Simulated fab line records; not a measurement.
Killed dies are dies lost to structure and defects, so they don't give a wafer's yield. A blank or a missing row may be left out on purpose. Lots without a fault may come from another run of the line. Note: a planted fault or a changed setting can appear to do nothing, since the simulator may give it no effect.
fab line records	flow n5_finfet	part 2 of 2: steps 5 to 6 of 6
record: lots: 22	wafers: 66	last_day: 20
route steps=1938 shown DUMMY_GATE@241 SD_ACTIVATION@332 ILD0@344 SDB@365 HKMG_FIN@403
lots untouched by any fault: they come from a run of this same line in which no faults occurred
start_h: the number of hours between the record's first day and the start of the first shown wafer of the lot	wait_h: hours since the lot's step before	" repeats the value in the row above	L1.1+2: several wafers, shown together as one row	- either no value or no given start	* or withheld: withheld	< > ~ a bound
route shown NAME@n: names a module that has steps shown in the file, with the first one's number in the route	usual: mean and standard deviation over wafers with no fault	same: alike in all rows	chamber/n: place in a boat	sites: readings site by site	_std_site: their standard deviation	_edge_site: outer sites' mean less inner sites'	radius_mm: for every site, how far away it sits from the centre of the wafer	mask NAME#n: copy n	behind: tool/chamber where the wafer was last shaped	hold: why the lot went on hold/how many hours it stayed there/how the hold came to an end	device: names the non-switching transistor (n, p or np)	end of line: at the end of the route, the tests of the same wafers	where a step has no rows: the recipe by itself	killed: dies that structure and defects cost at the first sort, which is not the same as the wafer's yield	map: per-die view of a wafer (x killed, . not killed, _ where there is no die)
set.NAME: the setting as run; set.NAME@STEP: as run at that earlier step	model.NAME: the simulator's own value behind a step, which no gauge read
route steps across a sampled set of lots; one table per step, one row per wafer
services: the hour from which a tool's chamber was out of use, counted from the record's first day as start_h (under 0 if before that day), plus the number of hours and why
== steps ==
step: N5_SDB_STRIP_22
recipe: chemistry: N2/H2	power_w: 1000	temp_c: 250	h2_frac: 0.65	overash_fraction: 0.3	pressure_mtorr: withheld	n2_flow_sccm: 1750	h2_flow_sccm: 3250
usual: drypump_motor_current_A: 5.9/0.51	heater_power_w: 343/52	oes_product_au: 0.715/0.0052	strip_time_to_endpoint_s: 96.3/0.3
same: overash_fraction: 0.3
lot.wafer	tool	chamber	start_h	wait_h	drypump_motor_current_A	heater_power_w	oes_product_au	rf_hours_counter_h	strip_time_to_endpoint_s
L074.1	plasma_asher-01	0	66.58	0.1	6.0	269	0.719	88	96.1
L074.4	"	1	"	"	6.5	357	0.712	-	96.0
L074.6	"	1	"	"	6.5	357	0.707	-	96.4
L075.1	plasma_asher-02	1	72.98	0.1	5.8	417	0.719	36	96.6
L075.4	"	1	"	"	5.9	419	0.718	-	96.8
L075.5	"	1	"	"	5.9	417	0.716	-	96.7
L076.2	plasma_asher-01	1	81.17	0.1	6.5	364	0.716	91	96.6
L076.3	"	1	"	"	6.5	348	0.714	-	96.1
L076.5	"	1	"	"	6.5	353	0.716	-	96.7
L077.1	plasma_asher-01	0	85.97	0.1	6.0	258	0.710	91	96.6
L077.4	"	0	"	"	6.1	268	0.711	-	96.8
L077.5	"	0	"	"	6.1	267	0.712	-	96.3
L078.1	plasma_asher-02	0	88.62	0.1	5.1	342	0.724	39	96.8
L078.4	"	0	"	"	5.1	350	0.715	-	96.4
L078.6	"	1	"	"	5.8	413	0.719	-	96.1
L079.4	plasma_asher-02	1	98.12	0.1	5.9	414	0.714	-	96.3
L079.5	"	0	"	"	5.1	341	0.710	-	96.6
L079.6	"	1	"	"	5.8	414	0.718	-	96.6
L080.2	plasma_asher-02	1	106.82	0.1	5.8	416	0.703	42	96.2
L080.3	"	0	"	"	5.1	332	0.712	-	96.3
L080.6	"	1	"	"	5.8	411	0.712	-	96.3
L081.1	plasma_asher-01	1	107.67	0.1	6.5	354	0.710	95	96.3
L081.4	"	1	"	"	6.6	350	0.704	-	96.0
L081.5	"	1	"	"	6.5	345	0.716	-	96.4
L082.1	plasma_asher-01	0	115.33	0.1	6.0	266	0.715	97	96.0
L082.5	"	0	"	"	6.1	270	0.720	-	96.1
L082.6	"	1	"	"	6.5	355	0.714	-	96.1
L083.1	plasma_asher-01	1	121.97	0.1	6.5	349	0.717	99	96.3
L083.4	"	1	"	"	6.5	353	0.710	-	96.2
L083.6	"	1	"	"	6.5	351	0.718	-	96.1
L084.2	plasma_asher-02	0	127.38	0.1	5.1	341	0.718	46	96.5
L084.3	"	0	"	"	5.1	343	0.706	-	96.2
L084.5	"	1	"	"	5.8	420	0.713	-	96.3
L085.3	plasma_asher-01	0	141.94	0.1	6.0	269	0.724	-	96.3
L085.4	"	1	"	"	6.5	356	0.715	-	96.5
L085.5	"	1	"	"	6.5	351	0.723	-	96.6
L087.4	plasma_asher-02	0	148.46	0.1	5.1	352	0.723	-	96.7
L087.5	"	1	"	"	5.9	420	0.705	-	96.5
L087.6	"	0	"	"	5.1	348	0.718	-	96.3
L089.3	plasma_asher-02	1	158.86	0.1	5.9	410	0.708	-	96.5
L089.4	"	0	"	"	5.1	350	0.712	-	96.2
L089.6	"	1	"	"	5.9	415	0.711	-	96.2
L088.1	plasma_asher-01	0	159.19	0.1	6.1	268	0.717	106	96.0
L088.4	"	1	"	"	6.5	353	0.720	-	95.9
L088.6	"	1	"	"	6.5	355	0.721	-	95.9
L090.1	plasma_asher-01	0	163.75	0.1	6.1	271	0.719	106	96.6
L090.5	"	0	"	"	6.1	264	0.712	-	96.3
L090.6	"	1	"	"	6.5	349	0.716	-	96.2
L091.2	plasma_asher-02	0	170.64	0.1	5.1	345	0.708	53	96.1
L091.3	"	1	"	"	5.8	414	0.729	-	96.0
L091.4	"	0	"	"	5.2	348	0.714	-	95.8
L093.2	plasma_asher-02	1	183.07	0.1	5.9	408	0.717	56	96.0
L093.3	"	1	"	"	5.9	416	0.719	-	96.0
L093.4	"	0	"	"	5.1	343	0.727	-	96.1
L094.2	plasma_asher-01	0	186.65	0.1	6.0	273	0.721	111	96.3
L094.4	"	1	"	"	6.5	357	0.717	-	95.6
L094.5	"	1	"	"	6.5	361	0.712	-	96.6
L095.1	plasma_asher-01	0	194.67	0.1	6.0	264	0.715	112	95.8
L095.3	"	1	"	"	6.5	351	0.711	-	95.9
L095.6	"	1	"	"	6.5	355	0.719	-	95.7
L096.2	plasma_asher-02	1	200.00	0.1	5.8	423	0.716	60	96.3
L096.4	"	0	"	"	5.1	347	0.718	-	96.0
L096.6	"	0	"	"	5.1	348	0.718	-	96.5
L097.1	plasma_asher-01	1	223.50	0.1	6.5	354	0.714	117	96.4
L097.2	"	0	"	"	6.1	260	0.723	117	96.6
L097.5	"	1	"	"	6.5	353	0.710	-	96.8
step: N5_HKMG_FIN_ETCH_55
recipe: chemistry: N2/H2	target: SOC	target_depth_a: 2400	temp_c: 40	time_s: 300	ion_energy_ev: 200	mask_material: SiARC	pressure_mtorr: 30	source_w: 840	bias_w: 150	n2_flow_sccm: 200	h2_flow_sccm: 200
usual: drypump_motor_current_A: 5.6/0.51	oes_product_au: 0.83/0.093	rf_vpp_V: 524.9/3	showerhead_plenum_p_Torr: 2.58/0.11	throttle_valve_pct: 17.77/0.2
lot.wafer	tool	chamber	start_h	wait_h	drypump_motor_current_A	oes_product_au	rf_hours_counter_h	rf_vpp_V	showerhead_plenum_p_Torr	throttle_valve_pct
L074.1	rie_diel-01	1	71.93	0.0	5.1	0.98	2	529.9	2.72	17.67
L074.4	"	0	"	"	5.8	0.85	-	524.6	2.57	17.58
L074.6	"	2	"	"	5.3	0.68	-	519.7	2.40	18.00
L075.1	rie_diel-04	1	78.74	0.0	5.1	0.67	246	522.4	2.40	17.99
L075.4	"	2	"	"	6.1	0.83	60	524.0	2.57	17.52
L075.5	"	3	"	"	6.0	0.68	-	520.3	2.41	18.06
L076.2	rie_diel-01	1	86.94	0.0	5.1	0.95	8	528.3	2.71	17.69
L076.3	"	0	"	"	5.8	0.84	65	524.2	2.57	17.60
L076.5	"	3	"	"	6.3	0.99	-	522.4	2.50	17.80
L077.1	rie_diel-03	2	91.40	0.0	5.3	0.74	176	521.5	2.44	18.01
L077.4	"	3	"	"	4.9	0.75	177	528.3	2.63	18.14
L077.5	"	3	"	"	4.9	0.74	-	525.3	2.63	18.15
L078.1	rie_diel-03	1	94.23	0.0	6.4	0.91	25	528.2	2.71	17.78
L078.4	"	2	"	"	5.3	0.75	177	520.4	2.44	18.01
L078.6	"	2	"	"	5.3	0.74	-	520.3	2.44	18.01
L079.4	rie_diel-03	0	103.63	0.1	5.5	0.70	-	521.8	2.50	17.74
L079.5	"	1	"	"	6.5	0.91	-	528.8	2.71	17.78
L079.6	"	3	"	"	4.9	0.74	-	525.3	2.63	18.16
L080.2	rie_diel-01	3	112.53	0.0	6.3	0.95	9	522.5	2.50	17.80
L080.3	"	1	"	"	5.1	0.91	16	526.7	2.71	17.71
L080.6	"	0	"	"	5.7	0.83	-	524.5	2.57	17.60
L081.1	rie_diel-01	2	113.31	0.0	5.3	0.97	4	527.5	2.71	17.61
L081.4	"	3	"	"	6.3	0.94	10	522.3	2.50	17.81
L081.5	"	3	"	"	6.3	0.95	-	523.8	2.50	17.81
L082.1	rie_diel-04	1	120.75	0.0	5.1	0.96	2	528.1	2.72	17.57
L082.5	"	1	"	"	5.0	0.96	-	528.8	2.72	17.58
L082.6	"	2	"	"	6.1	0.82	-	525.1	2.57	17.53
L083.1	rie_diel-04	0	127.68	0.0	5.3	0.93	19	521.3	2.50	17.67
L083.4	"	2	"	"	6.1	0.82	74	524.5	2.57	17.55
L083.6	"	0	"	"	5.3	0.92	-	524.1	2.50	17.66
L084.2	rie_diel-03	0	132.68	0.0	5.5	0.69	237	523.6	2.50	17.76
L084.3	"	1	"	"	6.5	0.90	39	529.7	2.71	17.79
L084.5	"	2	"	"	5.3	0.74	-	519.5	2.43	18.03
L085.3	rie_diel-03	0	147.05	0.0	5.5	0.69	242	522.8	2.49	17.76
L085.4	"	1	"	"	6.5	0.88	43	527.9	2.71	17.80
L085.5	"	0	"	"	5.5	0.68	-	522.9	2.49	17.75
L087.4	rie_diel-03	0	153.65	0.1	5.6	0.69	-	522.5	2.49	17.77
L087.5	"	1	"	"	6.5	0.88	-	527.6	2.71	17.80
L087.6	"	3	"	"	4.9	0.72	-	526.2	2.62	18.20
L089.3	rie_diel-04	2	164.07	0.0	6.1	0.81	85	525.1	2.56	17.57
L089.4	"	3	"	"	6.1	0.69	244	520.2	2.40	18.09
L089.6	"	1	"	"	5.1	0.91	-	528.6	2.72	17.59
L088.1	rie_diel-03	1	164.75	0.0	6.5	0.88	51	527.2	2.70	17.81
L088.4	"	2	"	"	5.3	0.73	193	519.9	2.43	18.06
L088.6	"	2	"	"	5.3	0.74	-	519.9	2.43	18.04
L090.1	rie_diel-01	0	169.09	0.0	5.8	0.81	89	526.0	2.56	17.64
L090.5	"	0	"	"	5.7	0.81	-	524.3	2.56	17.64
L090.6	"	1	"	"	5.1	0.89	-	527.4	2.71	17.73
L091.2	rie_diel-04	3	176.59	0.0	6.0	0.69	248	519.6	2.40	18.10
L091.3	"	2	"	"	6.1	0.81	90	523.3	2.56	17.58
L091.4	"	0	"	"	5.3	0.90	36	521.1	2.49	17.69
L093.2	rie_diel-03	2	189.00	0.0	5.3	0.71	207	518.9	2.42	18.08
L093.3	"	1	"	"	6.5	0.85	64	528.0	2.70	17.83
L093.4	"	0	"	"	5.5	1.02	-	523.5	2.49	17.37
L094.2	rie_diel-04	2	192.52	0.0	6.1	0.79	95	525.2	2.56	17.59
L094.4	"	0	"	"	5.3	0.87	-	522.2	2.49	17.69
L094.5	"	1	"	"	5.0	0.88	-	528.6	2.71	17.62
L095.1	rie_diel-04	2	200.07	0.0	6.1	0.79	99	524.1	2.56	17.57
L095.3	"	0	"	"	5.3	0.86	46	522.2	2.48	17.70
L095.6	"	0	"	"	5.3	0.87	-	522.1	2.48	17.70
L096.2	rie_diel-01	2	206.14	0.0	5.3	0.91	29	527.3	2.70	17.65
L096.4	"	0	"	"	5.8	0.79	103	525.3	2.55	17.65
L096.6	"	0	"	"	5.7	0.80	-	524.7	2.55	17.66
L097.1	rie_diel-01	0	229.43	0.0	5.7	0.79	109	524.7	2.55	17.67
L097.2	"	2	"	"	5.4	0.88	36	528.9	2.70	17.67
L097.5	"	2	"	"	5.4	0.89	-	528.5	2.70	17.68
== services ==
tool	chamber	start_h	hours	kind
cmp-01	-	35.06	1.2	repair
cmp-04	-	36.15	0.7	repair
cmp-04	-	38.31	4.0	pm
rie_diel-06	-	42.87	0.3	repair
plasma_asher-02	-	46.14	2.1	repair
rie_diel-05	0	46.17	9.6	repair
rie_diel-02	3	47.28	15.7	repair
plasma_asher-02	-	51.01	2.0	repair
cmp-02	-	68.29	0.6	repair
rie_diel-02	0	96.26	6.7	repair
rie_diel-02	-	97.17	0.2	repair
rie_diel-04	3	103.26	4.3	repair
rie_diel-02	-	112.60	2.8	pm
rie_diel-06	2	128.81	12.8	repair
rie_diel-01	-	129.43	10.9	repair
rie_diel-04	3	138.33	9.4	repair
cmp-04	-	139.07	3.9	pm
rie_diel-06	-	143.51	0.7	repair
rie_diel-01	2	143.52	8.2	repair
cmp-04	-	148.99	0.9	repair
cmp-02	-	167.59	0.3	repair
rie_diel-02	3	173.20	15.3	repair
rie_diel-02	0	191.16	13.6	repair
cmp-04	-	216.84	2.2	repair
